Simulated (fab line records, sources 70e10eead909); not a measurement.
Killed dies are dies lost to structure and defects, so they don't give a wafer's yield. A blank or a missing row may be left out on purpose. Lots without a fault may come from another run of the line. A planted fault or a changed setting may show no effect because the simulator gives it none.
fab line records | flow nand_harc
record lots=13 wafers=39 last_day=25
route steps=1159 shown P_STI@73 HYBRID_BOND@1094 THIN_TSV@1107 END@1159
lots that met no fault: from a run of the same line without faults
start_h: hours from the record's first day to the start of the lot's first wafer shown | wait_h: hours since the lot's step before | " the same as in the row above | L1.1+2: a row that stands for several wafers | - no value, or no start given | * or withheld: withheld | < > ~ a bound
route shown NAME@n: a module of which the file shows steps, and the number in the route of the first | usual: mean/standard deviation of fault-free wafers | same: alike in all rows | chamber/n: place in a boat | sites: the reading at each site | _std_site: their standard deviation | _edge_site: outer sites' mean less inner sites' | radius_mm: how far each site lies from the wafer's centre | mask NAME#n: copy n | behind: the tool/chamber that last shaped the wafer | hold: why the lot was held/for how many hours/how that ended | device: the transistor (n, p or np) that didn't switch | end of line: the same wafers' tests at the end of the route | a step without rows: its recipe alone | killed: dies lost to structure and defects at the first sort, not the wafer's yield | map: a wafer's dies, x killed, . not, _ none there
set.NAME: the setting as run; set.NAME@STEP: as run at that earlier step | model.NAME: the simulator's own value behind a step, which no gauge read
steps of the route over a sample of lots; a table a step, a row a wafer
services: from which hour (start_h, from the record's first day; less than 0 if before it) a tool's chamber was out of use, for how many hours, and why
## steps
# step NHARC_P_STI_HM_DEP_30
# recipe target_thk_a=800 temp_c=790 pressure_mtorr=300 time_s=873 material=Si3N4
# columns lot.wafer tool chamber start_h wait_h
L546.2+4+5 lpcvd-02 0 28.94 3.6
L547.2+4+5 lpcvd-01 0 37.04 3.6
L548.1+2+5 lpcvd-01 0 46.19 3.6
L549.1+4+6 lpcvd-01 0 46.19 3.6
L550.1+3+5 lpcvd-01 1 56.46 3.6
L551.4+5+6 lpcvd-01 0 61.03 3.6
L552.3+4+5 lpcvd-01 0 67.03 3.6
L559.3+4+5 lpcvd-02 0 110.87 3.6
L565.3+5+6 lpcvd-01 1 144.79 3.6
L566.2+3+4 lpcvd-01 0 150.94 3.6
L567.2+4+5 lpcvd-01 1 156.69 3.6
L568.1+3+4 lpcvd-01 0 165.36 3.6
L569.3+4+6 lpcvd-02 1 169.70 3.6
# step NHARC_HYBRID_BOND_ACTIVATE_00
# recipe time_s=60 n2_flow_sccm=200 ar_flow_sccm=0 bias_power_w=0 chemistry=N2
# usual drypump_motor_current_A=5.9/0.42 oes_product_au=1.000/0.013 rf_vpp_V=64.1/1 showerhead_plenum_p_Torr=1.77/0.092
# columns lot.wafer tool chamber start_h wait_h drypump_motor_current_A oes_product_au rf_hours_counter_h rf_vpp_V showerhead_plenum_p_Torr
L547.4 rie_diel-08 1 406.74 0.1 6.0 1.020 8 66.6 1.87
L547.2 " 3 " " 5.0 0.993 8 63.6 1.77
L547.5 " 2 " " 5.7 0.997 - 64.3 1.67
L546.4 rie_diel-08 2 416.53 0.1 5.7 1.005 10 62.9 1.67
L546.2 " 3 " " 5.0 0.994 8 64.9 1.77
L546.5 " 2 " " 5.7 1.017 - 62.8 1.67
L549.4 rie_diel-10 1 424.89 0.1 6.3 1.003 25 64.5 1.91
L549.1 " 2 " " 5.6 1.009 24 64.5 1.70
L549.6 " 1 " " 6.3 1.000 - 65.3 1.91
L548.2 rie_diel-10 1 430.41 0.1 6.3 0.995 27 65.2 1.91
L548.1 " 2 " " 5.6 1.004 26 63.7 1.70
L548.5 " 0 " " 6.3 1.006 - 64.5 1.86
L550.3 rie_diel-10 1 433.82 0.1 6.3 1.002 28 64.4 1.91
L550.1 " 2 " " 5.6 1.011 27 63.5 1.69
L550.5 " 0 " " 6.3 1.003 - 65.3 1.86
L559.4 rie_diel-11 3 478.52 0.1 5.9 0.987 44 63.4 1.72
L559.3 " 0 " " 6.1 0.983 41 63.4 1.77
L559.5 " 2 " " 6.5 0.991 - 63.7 1.77
L565.3 rie_diel-08 2 518.02 0.1 5.7 1.000 2 64.4 1.67
L565.5 " 1 " " 6.0 1.015 - 63.9 1.87
L565.6 " 2 " " 5.7 0.980 - 64.5 1.67
L568.1 rie_diel-08 2 541.69 0.1 5.7 1.009 3 63.5 1.67
L568.4 " 3 " " 5.0 1.001 3 66.0 1.77
L568.3 " 1 " " 6.0 1.035 3 65.0 1.87
L566.2 rie_diel-08 2 546.68 0.1 5.7 0.997 3 64.0 1.67
L566.4 " 3 " " 5.0 0.981 3 62.0 1.77
L566.3 " 0 " " 5.6 0.970 3 63.5 1.63
L567.2 rie_diel-08 1 547.31 0.1 6.0 1.027 3 65.6 1.87
L567.4 " 2 " " 5.7 0.994 3 62.9 1.67
L567.5 " 3 " " 5.0 0.994 - 63.7 1.77
L569.4 rie_diel-08 2 554.01 0.1 5.7 0.992 5 62.9 1.67
L569.3 " 0 " " 5.6 0.966 4 63.2 1.63
L569.6 " 2 " " 5.7 0.985 - 62.6 1.67
# step NHARC_THIN_TSV_DEP_43
# recipe target_thk_a=13285 temp_c=withheld pressure_torr=6.5 rf_w=900 teos_flow_sccm=161.4 flow_sccm=2650 target_thk_nm=1328.5 gas=O2 material=SiO2
# usual throttle_valve_pct=16.1/0.7
# columns lot.wafer tool chamber start_h wait_h throttle_valve_pct
L547.2 pecvd-03 2 420.21 - 16.1
L547.5 " 2 " " 15.9
L547.4 " 0 " " 16.1
L546.2 pecvd-04 1 430.60 - 17.1
L546.5 " 1 " " 16.8
L546.4 " 2 " " 15.2
L549.1 pecvd-01 0 444.71 - 15.7
L549.4 " 2 " " 15.5
L549.6 " 0 " " 15.8
L548.1 pecvd-04 2 445.83 - 15.2
L548.2 " 0 " " 15.4
L548.5 " 1 " " 17.2
L550.3 pecvd-03 2 447.23 - 16.1
L550.1 " 0 " " 16.1
L550.5 " 1 " " 16.1
L559.3 pecvd-04 0 490.17 - 15.4
L559.4 " 1 " " 17.3
L559.5 " 0 " " 15.6
L565.3 pecvd-03 1 531.24 - 16.0
L565.5 " 0 " " 16.7
L565.6 " 1 " " 15.9
L568.1 pecvd-01 0 555.02 - 16.1
L568.3 " 2 " " 15.2
L568.4 " 1 " " 16.9
L566.3 pecvd-01 1 556.26 - 17.0
L566.2 " 2 " " 15.5
L566.4 " 0 " " 15.8
L567.2 pecvd-01 2 562.01 - 15.5
L567.4 " 0 " " 15.9
L567.5 " 2 " " 15.1
L569.3 pecvd-01 2 565.69 - 15.6
L569.6 " 2 " " 15.3
L569.4 " 1 " " 17.0
# step NHARC_THIN_TSV_CD_MEAS_33
# recipe target_cd_nm=5000 landing_energy_ev=500
# usual cd_nm=4999.7/2.4
# columns lot.wafer tool chamber start_h wait_h cd_nm
L547.2 cd_sem-02 0 427.01 - 4996.6
L547.4 " 0 " " 4993.5
L547.5 " 0 " " 4999.4
L546.2 cd_sem-02 0 437.30 - 5002.8
L546.4 " 0 " " 5000.7
L546.5 " 0 " " 5001.9
L549.1 cd_sem-01 0 451.30 - 5001.7
L549.4 " 0 " " 5000.3
L549.6 " 0 " " 5003.0
L548.1 cd_sem-01 0 452.58 - 4998.3
L548.2 " 0 " " 5000.9
L548.5 " 0 " " 4997.9
L550.1 cd_sem-03 0 453.97 - 5001.0
L550.3 " 0 " " 4998.2
L550.5 " 0 " " 4996.5
L559.3 cd_sem-03 0 496.88 - 4997.5
L559.4 " 0 " " 4996.8
L559.5 " 0 " " 5001.1
L565.3 cd_sem-01 0 537.98 - 4999.9
L565.5 " 0 " " 5001.0
L565.6 " 0 " " 4999.0
L568.1 cd_sem-02 0 562.00 - 4999.9
L568.3 " 0 " " 4998.5
L568.4 " 0 " " 4997.4
L566.2 cd_sem-02 0 563.10 - 5001.7
L566.3 " 0 " " 4994.5
L566.4 " 0 " " 4998.6
L567.2 cd_sem-02 0 568.99 - 4998.0
L567.4 " 0 " " 5002.6
L567.5 " 0 " " 4997.8
L569.3 cd_sem-03 0 572.64 - 5002.5
L569.4 " 0 " " 4999.1
L569.6 " 0 " " 5001.5
# step NHARC_END_SORT_01
# recipe temp_c=25
# usual killed_at_array=27/10 killed_at_other=0.6/0.83 killed_at_periphery=2.4/1.8 killed_dies=30/10 killed_open=3.3/1.7 killed_short=1.8/1.4
# same gross_dies=677
# columns lot.wafer tool chamber start_h wait_h killed_at_array killed_at_other killed_at_periphery killed_dies killed_open killed_short
L552.3 prober-01 0 471.86 3.1 39 0 638 677 3 0
L552.4 prober-01 0 472.66 3.4 34 0 643 677 3 2
L552.5 prober-01 0 473.46 3.7 32 1 644 677 2 2
L551.4 prober-02 0 480.31 3.4 9 0 668 677 4 2
L551.5 prober-02 0 481.10 3.7 19 2 656 677 4 3
L551.6 prober-02 0 481.89 4.0 16 4 657 677 4 4
# killed by level:class
L552.3 P_STI:area_dep=637 A_CHANNEL_HOLE_D1:chamber_film_flake=17 A_SLIT:chamber_film_flake=13 A_STAIRCASE:chamber_film_flake=3 A_CONTACT:chamber_film_flake=3 P_GATE:geometric_particle:open=1 A_CHANNEL_FILL_D1:geometric_particle:open=1 A_SGD_CUT:geometric_particle:open=1
L552.4 P_STI:area_dep=641 A_CHANNEL_HOLE_D1:chamber_film_flake=12 A_SLIT:chamber_film_flake=11 A_CONTACT:chamber_film_flake=3 A_STAIRCASE:chamber_film_flake=2 P_CONTACT:geometric_particle:open=1 A_ONON_D1:geometric_particle:open=1 A_CHANNEL_FILL_D1:geometric_particle:short=1
L552.5 P_STI:area_dep=644 A_CHANNEL_HOLE_D1:chamber_film_flake=14 A_SLIT:chamber_film_flake=9 A_ZERO_WELL:chamber_film_flake=2 A_CONTACT:chamber_film_flake=2 A_SOURCE_PLATE:geometric_particle:open=1 A_ONON_D1:geometric_particle:short=1 A_ONON_D1:geometric_particle:open=1
L551.4 P_STI:area_dep=666 P_M0:geometric_particle:open=1 A_SOURCE_PLATE:geometric_particle:short=1 A_ONON_D1:geometric_particle:open=1 A_CHANNEL_FILL_D1:geometric_particle:short=1 A_SGD_CUT:geometric_particle:open=1 A_CONTACT:geometric_particle:open=1 P_GATE:chamber_film_flake=1
L551.5 P_STI:area_dep=654 A_STAIRCASE:chamber_film_flake=7 A_CHANNEL_HOLE_D1:chamber_film_flake=4 A_CHANNEL_FILL_D1:geometric_particle:short=3 A_CONTACT:geometric_particle:open=2 P_M0:geometric_particle:open=1 STARTING-WAFER:geometric_particle:open=1 P_STI:chamber_film_flake=1
L551.6 P_STI:area_dep=656 THIN_TSV:chamber_film_flake=4 A_CHANNEL_FILL_D1:geometric_particle:short=2 A_BLC:geometric_particle:open=2 A_CHANNEL_HOLE_D1:chamber_film_flake=2 A_STAIRCASE:chamber_film_flake=2 A_WL_FILL:geometric_particle:open=1 A_CONTACT:geometric_particle:short=1
## services
# columns tool chamber start_h hours kind
rie_diel-08 3 10.86 4.9 repair
rie_diel-08 2 36.87 7.6 repair
pecvd-01 - 56.16 13.0 pm
rie_diel-08 1 67.11 3.9 repair
rie_diel-08 0 75.14 4.1 repair
lpcvd-01 - 78.47 2.9 repair
rie_diel-08 1 107.43 4.5 repair
rie_diel-08 - 124.86 9.0 pm
rie_diel-08 2 143.46 1.6 repair
rie_diel-08 2 165.10 8.6 repair
rie_diel-08 1 180.46 9.2 repair
lpcvd-01 - 188.31 11.4 repair
lpcvd-01 - 233.64 12.9 repair
pecvd-01 - 237.31 13.0 pm
pecvd-01 - 259.83 1.0 repair
rie_diel-08 - 301.86 9.0 pm
lpcvd-01 - 314.00 26.0 pm
rie_diel-08 1 329.97 12.8 repair
lpcvd-01 - 340.94 1.3 repair
rie_diel-08 1 346.33 9.3 repair
lpcvd-01 - 364.65 0.9 repair
rie_diel-08 3 373.46 14.7 repair
rie_diel-08 - 424.65 61.7 repair
rie_diel-08 - 486.38 9.0 pm
## key
first_sign step=NHARC_END_SORT_01 reading=killed_at_periphery direction=up sigmas=99+ usual=2.4 struck=651
effect step=NHARC_END_SORT_01 reading=killed_dies direction=up sigmas=63 usual=30 struck=677
more_kills_born_at NHARC_P_STI_HM_DEP_30@lpcvd-01=3898
met_at NHARC_P_STI_HM_DEP_30
struck_lots L551,L552
later_rows_left_out L551.4,L551.5,L551.6,L552.3,L552.4,L552.5
tester_left_out L551,L552
not_acting_at NHARC_HYBRID_BOND_ACTIVATE_00,NHARC_THIN_TSV_DEP_43,NHARC_THIN_TSV_CD_MEAS_33
fault kind=process_parameter_drift tool=lpcvd-01 chamber=- onset_h=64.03 steps=NHARC_P_STI_HM_DEP_30 channel=target_thk_a offset=* shape=step end_h=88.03 acts_in=* stated=*
# tester_left_out: of these lots the tester's yield and bins aren't shown, on N5 and GAA mostly nor the transistor test; their killed dies are dies lost to structure and defects alone, not to doping, threshold or leakage, so they don't give the yield
# later_rows_left_out: the simulator's readings of these wafers behind a module that went badly wrong aren't trusted and aren't shown, but for the sort
